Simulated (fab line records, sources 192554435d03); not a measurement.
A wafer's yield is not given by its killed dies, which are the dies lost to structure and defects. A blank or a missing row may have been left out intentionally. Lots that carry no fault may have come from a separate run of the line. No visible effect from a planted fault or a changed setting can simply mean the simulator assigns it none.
fab line records	flow n5-finfet
record lots=7	wafers=21
route steps=1938 shown BEOL_M12@1605 BEOL_M13@1696 BEOL_M14@1753
start-h: hours from the record's opening day to when the first of the lot's shown wafers began	wait-h: time in hours since the lot's previous step	" identical to the entry in the row above	L1.1+2: several wafers, shown together as one row	- no value present, or no start provided	* or withheld: withheld	< > ~ a bound
route shown NAME@n: names a module that has steps shown in the file, with the first one's number in the route	usual: the fault-free wafers' mean and standard deviation	same: alike in all rows	chamber/n: place in a boat	sites: each site's reading	_std_site: their standard deviation	_edge_site: mean of outer sites minus mean of inner sites	radius-mm: for every site, how far away it sits from the centre of the wafer	mask NAME#n: copy n	behind: the last tool/chamber to shape the wafer	hold: reason for holding the lot/hours on hold/outcome of the hold	device: transistor that didn't switch, given as n, p or np	end of line: at the end of the route, the tests of the same wafers	step lacking rows: just its recipe	killed: not the wafer's yield, but the dies lost to structure and defects at the first sort	map: dies across one wafer; x = killed, . = not, _ = none there
set.NAME: the setting that was run; set.NAME@STEP: the one run at that earlier step	model.NAME: the simulator's own value behind a step, which no gauge read
lots with deliberately changed settings; one table per step, one row per wafer
## steps
# step N5_BEOL_M12_COAT_04
# recipe spin-rpm=1625	resist-thk-nm=400
lot.wafer	tool	chamber	start-h	wait-h	set.spin-rpm	model.coat_of_BEOL_M12_COAT_04.thk-nm
L079.3	litho-track-02	0	-	-	1555	411.4
L079.5	"	0	"	"	1555	410
L079.6	"	0	"	"	1625	402.2
L086.2	litho-track-04	0	-	-	1625	396.8
L086.3	"	0	"	"	1625	397.8
L086.6	"	0	"	"	1704	388.4
L088.2	litho-track-05	0	-	-	1625	398.4
L088.4	"	0	"	"	1625	398.8
L088.6	"	0	"	"	1625	398
L091.1+4	litho-track-04	0	-	-	1625	399.8
L091.6	"	0	"	"	1672	393.6
L092.1	litho-track-04	0	-	-	1467	419.2
L092.3	"	0	"	"	1625	399
L092.6	"	0	"	"	1467	419.6
L095.2	litho-track-05	0	-	-	1625	400
L095.4	"	0	"	"	1674	392.6
L095.5	"	0	"	"	1674	393.6
L097.3	litho-track-02	0	-	-	1625	400.6
L097.4	"	0	"	"	1625	399.4
L097.5	"	0	"	"	1625	399.8
# step N5_BEOL_M12_EBR_06
# recipe solvent=PGMEA	ebr-width-mm=1.5
# step N5_BEOL_M12_SOFTBAKE_05
# recipe temp-c=130	time-s=60
# step N5_BEOL_M12_EXPOSE_07
# recipe mask-id=V11	na=0.93	source-shape=conventional	sigma-outer=0.6	polarization=unpolarized	attpsm-phase-deg=180	dose-mj=32.5
# step N5_BEOL_M12_PEB_08
# recipe peb-temp-c=130	peb-time-s=90
# step N5_BEOL_M12_DEVELOP_09
# recipe develop-time-s=45	rinse-liquid=diw	dry=air-spin	dev-temp-c=21
lot.wafer	tool	chamber	start-h	wait-h	set.spin-rpm@BEOL_M12_COAT_04	model.coat_of_BEOL_M12_COAT_04.thk-nm
L079.3	litho-track-02	0	-	-	1555	397.2
L079.5	"	0	"	"	1555	395.8
L079.6	"	0	"	"	1625	388
L086.2	litho-track-02	0	-	-	1625	382.6
L086.3	"	0	"	"	1625	383.6
L086.6	"	0	"	"	1704	374.2
L088.2	litho-track-05	0	-	-	1625	384.2
L088.4	"	0	"	"	1625	384.6
L088.6	"	0	"	"	1625	383.8
L091.1	litho-track-02	0	-	-	1625	385.6
L091.4	"	0	"	"	1625	385.4
L091.6	"	0	"	"	1672	379.4
L092.1	litho-track-05	0	-	-	1467	405
L092.3	"	0	"	"	1625	384.8
L092.6	"	0	"	"	1467	405.4
L095.2	litho-track-05	0	-	-	1625	385.8
L095.4	"	0	"	"	1674	378.4
L095.5	"	0	"	"	1674	379.4
L097.3	litho-track-02	0	-	-	1625	386.4
L097.4	"	0	"	"	1625	385.2
L097.5	"	0	"	"	1625	385.6
# step N5_BEOL_M12_HARDBAKE_14
# recipe temp-c=130	time-s=120
# step N5_BEOL_M12_DESCUM_15
# recipe chemistry=O2	time-s=7.9	source-power-w=50	bias-power-w=20	pressure-mtorr=20	rf-frequency-hz=2.712e+07	temp-c=40	o2-flow-sccm=225
# step N5_BEOL_M12_ETCH_59
# recipe chemistry=N2/H2	target=BARC	target-depth-a=890	overetch-a=267	time-s=67.9	ion-energy-ev=200	pressure-mtorr=30	source-w=840	bias-w=150	n2-flow-sccm=200	h2-flow-sccm=200
lot.wafer	tool	chamber	start-h	wait-h	set.spin-rpm@BEOL_M12_COAT_04	model.coat_of_BEOL_M12_COAT_04.thk-nm
L079.3	rie-diel-03	2	265.34	0.0	1555	329.4
L079.5	"	2	"	"	1555	328.6
L079.6	"	3	"	"	1625	318.6
L086.2	rie-diel-05	2	307.57	0.0	1625	317.6
L086.3	"	0	"	"	1625	315.4
L086.6	"	2	"	"	1704	308.8
L088.2	rie-diel-04	2	312.65	0.0	1625	315.4
L088.4	"	3	"	"	1625	316.4
L088.6	"	2	"	"	1625	314.6
L091.1	rie-diel-04	0	330.07	0.0	1625	317.8
L091.4	"	2	"	"	1625	316.8
L091.6	"	0	"	"	1672	311.6
L092.1	rie-diel-05	2	339.74	0.0	1467	339
L092.3	"	3	"	"	1625	317
L092.6	"	1	"	"	1467	340.6
L095.2	rie-diel-04	0	355.00	0.0	1625	317.4
L095.4	"	1	"	"	1674	310
L095.5	"	2	"	"	1674	310.8
L097.3	rie-diel-05	2	361.46	0.0	1625	320.8
L097.4	"	2	"	"	1625	320.2
L097.5	"	3	"	"	1625	317.6
# step N5_BEOL_M12_VIA_ETCH_16
# recipe chemistry=C4F8/O2/Ar	target=SiOC	pressure-mtorr=30	source-w=3000	bias-w=700	Ar_flow_sccm=400	C4F8_flow_sccm=15	O2_flow_sccm=8	he-inner-torr=15	he-outer-torr=30	target-depth-a=7248	time-s=withheld	ion-energy-ev=250	ends=cleared
lot.wafer	tool	chamber	start-h	wait-h	set.spin-rpm@BEOL_M12_COAT_04	model.coat_of_BEOL_M12_COAT_04.thk-nm
L079.3	rie-diel-03	2	265.39	0.0	1555	138.2
L079.5	"	2	"	"	1555	134.4
L079.6	"	3	"	"	1625	123.2
L086.2	rie-diel-05	2	307.62	0.0	1625	119.8
L086.3	"	0	"	"	1625	115.4
L086.6	"	2	"	"	1704	108.8
L088.2	rie-diel-04	2	312.70	0.0	1625	126
L088.4	"	3	"	"	1625	120.2
L088.6	"	2	"	"	1625	122.8
L091.1	rie-diel-04	0	330.12	0.0	1625	128.4
L091.4	"	2	"	"	1625	124
L091.6	"	0	"	"	1672	118.4
L092.1	rie-diel-05	2	339.79	0.0	1467	144.4
L092.3	"	3	"	"	1625	122.2
L092.6	"	1	"	"	1467	146.4
L095.2	rie-diel-04	0	355.05	0.0	1625	126.2
L095.4	"	1	"	"	1674	114.8
L095.5	"	2	"	"	1674	115
L097.3	rie-diel-05	2	361.51	0.0	1625	127
L097.4	"	2	"	"	1625	122.6
L097.5	"	3	"	"	1625	123.8
# step N5_BEOL_M12_STRIP_63
# recipe chemistry=N2/H2	power-w=1000	temp-c=250	h2-frac=0.65	overash-fraction=0.3	pressure-mtorr=1000	n2-flow-sccm=1750	h2-flow-sccm=3250
# usual strip-time-to-endpoint-s=42.2/0.83
lot.wafer	tool	chamber	start-h	wait-h	set.spin-rpm@BEOL_M12_COAT_04	strip-time-to-endpoint-s
L079.3	plasma-asher-02	1	265.61	-	1555	46.5
L079.5	"	0	"	"	1555	45.5
L079.6	"	1	"	"	1625	42.6
L086.2	plasma-asher-01	1	307.88	-	1625	41.6
L086.3	"	1	"	"	1625	40.4
L086.6	"	1	"	"	1704	38.7
L088.2	plasma-asher-02	1	312.90	-	1625	43.3
L088.4	"	1	"	"	1625	41.7
L088.6	"	0	"	"	1625	42.4
L091.1	plasma-asher-01	0	330.32	-	1625	43.9
L091.4	"	0	"	"	1625	42.8
L091.6	"	0	"	"	1672	41.2
L092.1	plasma-asher-01	1	339.99	-	1467	48.2
L092.3	"	1	"	"	1625	42.3
L092.6	"	1	"	"	1467	48.7
L095.2	plasma-asher-01	1	355.25	-	1625	43.3
L095.4	"	1	"	"	1674	40.2
L095.5	"	1	"	"	1674	40.3
L097.3	plasma-asher-01	1	361.73	-	1625	43.6
L097.4	"	0	"	"	1625	42.4
L097.5	"	1	"	"	1625	42.7
# step N5_BEOL_M13_TRENCH_ETCH_34
# recipe chemistry=C4F8/O2/Ar	target=SiOC	target-depth-a=4134.7	mask-material=SOC	pressure-mtorr=30	source-w=3000	bias-w=700	Ar_flow_sccm=400	C4F8_flow_sccm=15	O2_flow_sccm=8	he-inner-torr=15	he-outer-torr=30	time-s=162.6	ion-energy-ev=250
lot.wafer	tool	chamber	start-h	wait-h	set.time-s	model.etch.depth-nm
L079.3	rie-diel-02	1	272.76	0.0	162.6	422.2
L079.5	"	3	"	"	162.6	415.2
L079.6	"	1	"	"	162.6	420.3
L086.2	rie-diel-02	1	314.75	0.0	162.6	422.2
L086.3	"	0	"	"	190.9	489
L086.6	"	3	"	"	162.6	418.5
L088.2	rie-diel-02	3	320.39	0.0	162.6	414.5
L088.4	"	1	"	"	162.6	425.6
L088.6	"	3	"	"	162.6	416.5
L091.1	rie-diel-02	1	338.15	0.0	162.6	421.6
L091.4	"	0	"	"	162.6	414.7
L091.6	"	2	"	"	162.6	412
L092.1	rie-diel-02	2	346.55	0.0	162.6	415.4
L092.3	"	1	"	"	162.6	432.1
L092.6	"	3	"	"	162.6	420.9
L095.2	rie-diel-02	1	363.66	0.0	162.6	429.3
L095.4	"	0	"	"	162.6	420.2
L095.5	"	3	"	"	162.6	422.1
L097.3	rie-diel-01	3	367.16	0.0	162.6	416.3
L097.4	"	0	"	"	190.8	500.6
L097.5	"	3	"	"	190.8	492.1
# step N5_BEOL_M13_STRIP_70
# recipe chemistry=C4F8/O2/Ar	resist=SiARC	rf-frequency-hz=6e+07
# step N5_BEOL_M13_OCD_MEAS_35
# usual trench-depth-nm=416/5.6
lot.wafer	tool	chamber	start-h	wait-h	set.time-s@BEOL_M13_TRENCH_ETCH_34	trench-depth-nm
L079.3	ocd-02	-	272.94	0.0	162.6	422
L079.5	"	-	"	"	162.6	415
L079.6	"	-	"	"	162.6	420
L086.2	ocd-02	-	314.92	0.0	162.6	422
L086.3	"	-	"	"	190.9	489
L086.6	"	-	"	"	162.6	419
L088.2	ocd-02	-	320.56	0.0	162.6	415
L088.4	"	-	"	"	162.6	425
L088.6	"	-	"	"	162.6	416
L091.1	ocd-02	-	338.33	0.0	162.6	422
L091.4	"	-	"	"	162.6	415
L091.6	"	-	"	"	162.6	413
L092.1	ocd-01	-	346.72	0.0	162.6	416
L092.3	"	-	"	"	162.6	432
L092.6	"	-	"	"	162.6	421
L095.2	ocd-01	-	363.84	0.0	162.6	429
L095.4	"	-	"	"	162.6	420
L095.5	"	-	"	"	162.6	422
L097.3	ocd-01	-	367.34	0.0	162.6	416
L097.4	"	-	"	"	190.8	500
L097.5	"	-	"	"	190.8	492
# step N5_BEOL_M13_STRIP_37
# recipe chemistry=N2/H2	power-w=1000	temp-c=250	h2-frac=0.65	overash-fraction=0.3	pressure-mtorr=withheld	n2-flow-sccm=1750	h2-flow-sccm=3250
# step N5_BEOL_M13_ETCH_38
# recipe chemistry=CF4/N2	target=SiCN	target-depth-a=675	taper-deg=2	time-s=71.9	ion-energy-ev=150	mask-material=SiO2	pressure-mtorr=40	source-w=430	bias-w=70	Ar_flow_sccm=100	cf4-flow-sccm=60	n2-flow-sccm=60
# step N5_BEOL_M13_ECD_47
# recipe material=Cu	target-thk-a=9360
# step N5_BEOL_M13_ANNEAL_48
# recipe temp-c=225	time-s=90	ambient=N2
# step N5_BEOL_M13_CMP_49
# recipe stop-on=SiOC	t-overpolish-s=17.1	down-force-psi=1	platen-rpm=50	clearing-platen-down-force-psi=1.5	clearing-platen-rpm=50	post-cmp-clean=cu-alkaline	target-thk-nm=420	clearing-platen-pad-velocity-m-s=0.99484	pad-velocity-m-s=0.99484
lot.wafer	tool	chamber	start-h	wait-h	set.time-s@BEOL_M13_TRENCH_ETCH_34	model.Cu_of_BEOL_M13_ECD_47.thk-nm
L079.3	cmp-04	3	275.00	0.3	162.6	430.6
L079.5	"	0	"	"	162.6	423.2
L079.6	"	1	"	"	162.6	427.6
L086.2	cmp-04	1	317.62	0.2	162.6	427.8
L086.3	"	2	"	"	190.9	494.4
L086.6	"	1	"	"	162.6	423.4
L088.4	cmp-04	0	322.37	0.1	162.6	432.2
L088.2	"	1	"	"	162.6	422.4
L088.6	"	0	"	"	162.6	423.4
L091.4	cmp-02	3	343.90	0.1	162.6	418.8
L091.1	"	2	"	"	162.6	427.4
L091.6	"	0	"	"	162.6	418
L092.1	cmp-02	0	350.93	0.3	162.6	421
L092.3	"	1	"	"	162.6	439.8
L092.6	"	3	"	"	162.6	427.4
L095.4	cmp-01	1	371.57	0.1	162.6	426.6
L095.2	"	0	"	"	162.6	437.4
L095.5	"	1	"	"	162.6	428.4
L097.3	cmp-02	1	373.28	0.2	162.6	425.4
L097.4	"	0	"	"	190.8	507.6
L097.5	"	1	"	"	190.8	500.6
# step N5_BEOL_M13_THK_MEAS_50
# recipe thk-meas-gauge=xrf	reads=Cu_of_BEOL_M13_ECD_47
# usual M13_THK=421/6.3
lot.wafer	tool	chamber	start-h	wait-h	set.time-s@BEOL_M13_TRENCH_ETCH_34	M13_THK[nm]
L079.3	film-metro-02	-	275.19	-	162.6	425
L079.5	"	-	"	"	162.6	420
L079.6	"	-	"	"	162.6	421
L086.2	film-metro-01	-	317.91	-	162.6	427
L086.3	"	-	"	"	190.9	494
L086.6	"	-	"	"	162.6	420
L088.2	film-metro-02	-	322.66	-	162.6	420
L088.4	"	-	"	"	162.6	431
L088.6	"	-	"	"	162.6	420
L091.1	film-metro-02	-	344.19	-	162.6	424
L091.4	"	-	"	"	162.6	416
L091.6	"	-	"	"	162.6	413
L092.1	film-metro-02	-	351.15	-	162.6	416
L092.3	"	-	"	"	162.6	432
L092.6	"	-	"	"	162.6	419
L095.2	film-metro-01	-	371.87	-	162.6	437
L095.4	"	-	"	"	162.6	424
L095.5	"	-	"	"	162.6	429
L097.3	film-metro-02	-	373.58	-	162.6	418
L097.4	"	-	"	"	190.8	503
L097.5	"	-	"	"	190.8	494
# step N5_BEOL_M13_PRE_CLEAN_52
# recipe gas=NH3	time-s=15	temp-c=withheld	rf-power-w=300
# step N5_BEOL_M13_DEP_53
# recipe material=SiCN	target-thk-a=500	temp-c=withheld	precursor=3MS/NH3	pressure-torr=3	rf-w=675	time-s=17.8
# step N5_BEOL_M13_RS_MEAS_54
# recipe thk-meas-gauge=four-point-probe	reads=Cu_of_BEOL_M13_ECD_47+Ta_of_BEOL_M13_SPUTTER_44+TaN_of_BEOL_M13_SPUTTER_43
# usual M13_RS=0.0447/0.00063
lot.wafer	tool	chamber	start-h	wait-h	set.time-s@BEOL_M13_TRENCH_ETCH_34	M13_RS[ohm/sq]
L079.3	film-metro-02	-	275.32	0.1	162.6	0.0438
L079.5	"	-	"	"	162.6	0.0446
L079.6	"	-	"	"	162.6	0.0443
L086.2	film-metro-01	-	318.04	0.1	162.6	0.0440
L086.3	"	-	"	"	190.9	0.0379
L086.6	"	-	"	"	162.6	0.0445
L088.2	film-metro-02	-	322.79	0.1	162.6	0.0448
L088.4	"	-	"	"	162.6	0.0437
L088.6	"	-	"	"	162.6	0.0446
L091.1	film-metro-02	-	344.32	0.0	162.6	0.0443
L091.4	"	-	"	"	162.6	0.0451
L091.6	"	-	"	"	162.6	0.0453
L092.1	film-metro-02	-	351.28	0.0	162.6	0.0449
L092.3	"	-	"	"	162.6	0.0429
L092.6	"	-	"	"	162.6	0.0443
L095.2	film-metro-02	-	371.99	0.1	162.6	0.0432
L095.4	"	-	"	"	162.6	0.0443
L095.5	"	-	"	"	162.6	0.0441
L097.3	film-metro-02	-	373.71	0.1	162.6	0.0445
L097.4	"	-	"	"	190.8	0.0371
L097.5	"	-	"	"	190.8	0.0375
# step N5_BEOL_M14_TRENCH_ETCH_34
# recipe chemistry=C4F8/O2/Ar	target=SiO2	target-depth-a=5566.5	mask-material=SOC	he-inner-torr=15	he-outer-torr=30	time-s=126.9	ion-energy-ev=800	pressure-mtorr=20	source-w=1905	bias-w=2040	Ar_flow_sccm=400	C4F8_flow_sccm=16	O2_flow_sccm=12
lot.wafer	tool	chamber	start-h	wait-h	set.time-s	model.etch.depth-nm
L079.3	rie-diel-03	2	277.48	0.0	102.8	439.8
L079.5	"	2	"	"	126.9	552.4
L079.6	"	0	"	"	102.8	452.4
L086.2	rie-diel-03	2	320.77	0.0	104.3	455.7
L086.3	"	3	"	"	126.9	579.8
L086.6	"	2	"	"	104.3	457
L088.2	rie-diel-03	1	325.09	0.0	126.9	567
L088.4	"	3	"	"	126.9	571.5
L088.6	"	2	"	"	126.9	550.8
L091.1	rie-diel-05	0	346.96	0.0	126.9	562.6
L091.4	"	2	"	"	119.5	503.4
L091.6	"	0	"	"	119.5	528.8
L092.1	rie-diel-04	1	353.36	0.0	126.9	555.9
L092.3	"	2	"	"	106.1	474.1
L092.6	"	0	"	"	106.1	467.7
L095.2	rie-diel-05	3	374.15	0.0	126.9	557.8
L095.4+5	"	2,1	"	"	126.9	528.9
L097.3	rie-diel-03	1	375.91	0.0	126.9	566
L097.4	"	2	"	"	126.9	548.4
L097.5	"	1	"	"	126.9	567.8
# step N5_BEOL_M14_STRIP_70
# recipe chemistry=C4F8/O2/Ar	resist=SiARC	rf-frequency-hz=6e+07
# step N5_BEOL_M14_OCD_MEAS_35
# usual trench-depth-nm=551/15
lot.wafer	tool	chamber	start-h	wait-h	set.time-s@BEOL_M14_TRENCH_ETCH_34	trench-depth-nm
L079.3	ocd-02	-	277.64	0.0	102.8	439
L079.5	"	-	"	"	126.9	553
L079.6	"	-	"	"	102.8	452
L086.2	ocd-02	-	320.92	0.0	104.3	456
L086.3	"	-	"	"	126.9	580
L086.6	"	-	"	"	104.3	457
L088.2	ocd-02	-	325.25	0.0	126.9	566
L088.4	"	-	"	"	126.9	571
L088.6	"	-	"	"	126.9	551
L091.1	ocd-01	-	347.11	0.0	126.9	563
L091.4	"	-	"	"	119.5	504
L091.6	"	-	"	"	119.5	528
L092.1	ocd-02	-	353.52	0.0	126.9	556
L092.3	"	-	"	"	106.1	474
L092.6	"	-	"	"	106.1	467
L095.2	ocd-02	-	374.30	0.0	126.9	557
L095.4	"	-	"	"	126.9	529
L095.5	"	-	"	"	126.9	529
L097.3	ocd-02	-	376.07	0.0	126.9	565
L097.4	"	-	"	"	126.9	548
L097.5	"	-	"	"	126.9	568
## key
split step=N5_BEOL_M12_COAT_04	setting=spin-rpm	stated=1625	by=wafer
response step=N5_BEOL_M12_COAT_04	reading=model.coat_of_BEOL_M12_COAT_04.thk-nm	change=-2.06	per=1%	r=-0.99
response step=N5_BEOL_M12_DEVELOP_09	reading=model.coat_of_BEOL_M12_COAT_04.thk-nm	change=-2.05	per=1%	r=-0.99
response step=N5_BEOL_M12_ETCH_59	reading=model.coat_of_BEOL_M12_COAT_04.thk-nm	change=-2.21	per=1%	r=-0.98
response step=N5_BEOL_M12_VIA_ETCH_16	reading=model.coat_of_BEOL_M12_COAT_04.thk-nm	change=-2.47	per=1%	r=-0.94
response step=N5_BEOL_M12_STRIP_63	reading=strip-time-to-endpoint-s	change=*	per=1%	r=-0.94
split step=N5_BEOL_M13_TRENCH_ETCH_34	setting=time-s	stated=162.6	by=wafer
response step=N5_BEOL_M13_TRENCH_ETCH_34	reading=model.etch.depth-nm	change=+4.28	per=1%	r=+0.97
response step=N5_BEOL_M13_OCD_MEAS_35	reading=trench-depth-nm	change=+4.27	per=1%	r=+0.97
response step=N5_BEOL_M13_CMP_49	reading=model.Cu_of_BEOL_M13_ECD_47.thk-nm	change=+4.24	per=1%	r=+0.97
response step=N5_BEOL_M13_THK_MEAS_50	reading=M13_THK	change=+4.35	per=1%	r=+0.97
response step=N5_BEOL_M13_RS_MEAS_54	reading=M13_RS	change=-0.00039	per=1%	r=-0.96
split step=N5_BEOL_M14_TRENCH_ETCH_34	setting=time-s	stated=126.9	by=wafer
response step=N5_BEOL_M14_TRENCH_ETCH_34	reading=model.etch.depth-nm	change=+6	per=1%	r=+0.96
response step=N5_BEOL_M14_OCD_MEAS_35	reading=trench-depth-nm	change=+6.02	per=1%	r=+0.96
